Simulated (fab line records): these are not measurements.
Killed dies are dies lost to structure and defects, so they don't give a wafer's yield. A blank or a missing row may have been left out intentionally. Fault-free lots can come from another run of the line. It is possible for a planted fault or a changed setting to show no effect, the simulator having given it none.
A lot that was struck, set against a sound lot    flow nand-harc    22 out of 1302 route steps
Sound: the wafers L826.2, L826.5, L826.6. Wafers L843.1, L843.3, L843.5 were the ones struck. Last of all comes the cause.
At each step with rows: each side's tool, then ch and its chambers, then its first start. Under that, the readings that differ: sound wafers    struck wafers    difference of the means    sigmas: that difference in standard deviations of wafers without a fault.
alike: readings whose means differ by less than 2 such deviations, and words and numbers that are the same on both sides. not compared: withheld readings, readings that some wafer has no value for, bounds like >300 that may hide the same value, and numbers for which the record gives no deviation and whose values overlap.
Wherever a step has rows on one side only, a row that says differs or no value, or a row with sigmas, the two part there. When numbers do not overlap yet have no deviation, they are printed without sigmas and do not part them. A reading missing from all wafers of one side parts the sides only when that side holds two or more wafers.

NHARC_P_CONTACT_CMP_24: polishes, t overpolish 30 s, target thk 200 nm.
  sound on cmp-01 ch 0,2,3, day 8 04:55; struck on cmp-01 ch 0,2,3, day 15 00:45
  alike: motor-current-A, overpolish-run-s, time-to-endpoint-s
then, 1 step without rows for these wafers: NHARC_P_CONTACT_SRD_26.
NHARC_P_CONTACT_INSPECT_27:
  sound on defect-inspect-02, day 8 05:14; struck on defect-inspect-01, day 15 01:07
  alike: raw-defect-count
then, 8 steps without rows for these wafers: NHARC_P_M0_DEP_00 (deposits SiOC, target thk 150 nm); NHARC_P_M0_DEHYDRATE_01 (time 120 s); NHARC_P_M0_HMDS_02 (time 30 s); NHARC_P_M0_COAT_33 (time 65 s); NHARC_P_M0_COAT_03 (resist thk 90 nm); NHARC_P_M0_SOFTBAKE_04 (time 55 s); NHARC_P_M0_EBR_05; NHARC_P_M0_EXPOSE_06 (exposes mask P M0, target cd 90 nm).
NHARC_P_M0_PEB_07: peb time 65 s.
  sound on litho-track-01 ch 0, day 8 06:14; struck on litho-track-06 ch 0, day 15 02:04
reading                   sound               struck             difference  sigmas
heater-power-total-W (W)  156.2 156.3 156.5   151.5 152.5 152.7  -4.1        -9
plate-temp-C (C)          100.05 99.93 99.95  97.89 98.07 97.73  -2.08       -17
then, 1 step without rows for these wafers: NHARC_P_M0_DEVELOP_08 (develop time 35 s).
NHARC_P_M0_CD_MEAS_09: target cd 90 nm.
  sound on cd-sem-03 ch 0, day 8 06:19; struck on cd-sem-03 ch 0, day 15 02:09
reading     sound           struck          difference  sigmas
cd-nm (nm)  90.2 88.7 90.1  81.4 81.6 81.4  -8.2        -9
NHARC_P_M0_OVL_MEAS_10: pitch 180 nm.
  sound on overlay-01, day 8 06:24; struck on overlay-02, day 15 02:14
  alike: overlay-x-nm, overlay-y-nm
NHARC_P_M0_INSPECT_11:
  sound on defect-inspect-02, day 8 06:26; struck on defect-inspect-02, day 15 02:17
reading           sound  struck    difference  sigmas
raw-defect-count  2 0 1  13 12 12  +11         +3
NHARC_P_M0_DESCUM_14: chemistry O2, time 3 s.
  sound on rie-diel-05 ch 1,2,3, day 8 06:31; struck on rie-diel-05 ch 1,2, day 15 02:20
reading                sound              struck             difference  sigmas
model.P_M0.cd-nm (nm)  90.08 89.79 89.55  81.77 82.89 81.98  -7.59       
  alike: drypump-motor-current-A, o2-flow-sccm, oes-product-au, rf-vpp-V, showerhead-plenum-p-Torr, throttle-valve-pct
  not compared: rf-hours-counter-h
NHARC_P_M0_ETCH_34: etches the open film in N2/H2, target depth 40 nm, overetch 12 nm, time 43.94 s.
  sound on rie-diel-05 ch 1,2,3, day 8 06:36; struck on rie-diel-05 ch 0,2,3, day 15 02:26
  alike: drypump-motor-current-A, oes-product-au, rf-vpp-V, showerhead-plenum-p-Torr, throttle-valve-pct
  not compared: rf-hours-counter-h
NHARC_P_M0_ETCH_15: etches the open film in C4F8/Ar, target depth 150 nm, overetch 15 nm, time 82.5 s.
  sound: rie-diel-05 ch 0,1,2; struck: rie-diel-05 ch 1,3
reading                sound              struck            difference  sigmas
model.P_M0.cd-nm (nm)  90.11 90.31 89.16  81.95 83.17 81.4  -7.69       
  alike: oes-product-au, rf-vpp-V
  not compared: rf-hours-counter-h
NHARC_P_M0_CD_MEAS_16:
  sound on cd-sem-03, day 8 06:48; struck on cd-sem-02, day 15 03:23
reading     sound           struck          difference  sigmas
cd-nm (nm)  90.1 90.5 89.5  82.3 83.6 81.5  -7.6        -7
NHARC_P_M0_STRIP_18: strips in N2/H2.
  sound on rie-diel-10 ch 0,2,3, day 8 06:56; struck on rie-diel-10 ch 0,1,3, day 15 03:29
  alike: drypump-motor-current-A, oes-product-au, rf-vpp-V, showerhead-plenum-p-Torr, throttle-valve-pct
  not compared: rf-hours-counter-h
-- record jumps: 18 days between struck wafers' starts before vs after; left off in module P_M0, resumes in module END, first step shown is number 1302 of the route --
NHARC_END_SORT_01:
  only the struck wafers appear in the record here, on prober-01 ch 0 at day 33 12:41; the sound ones have no rows

WHERE THEY PART
First at NHARC_P_M0_PEB_07; last, within this record, at NHARC_END_SORT_01.

WHY: what had been put in by the simulator
Process parameters drifting: litho-track-06 at NHARC_P_M0_PEB_07, beginning at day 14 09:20. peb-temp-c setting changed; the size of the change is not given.
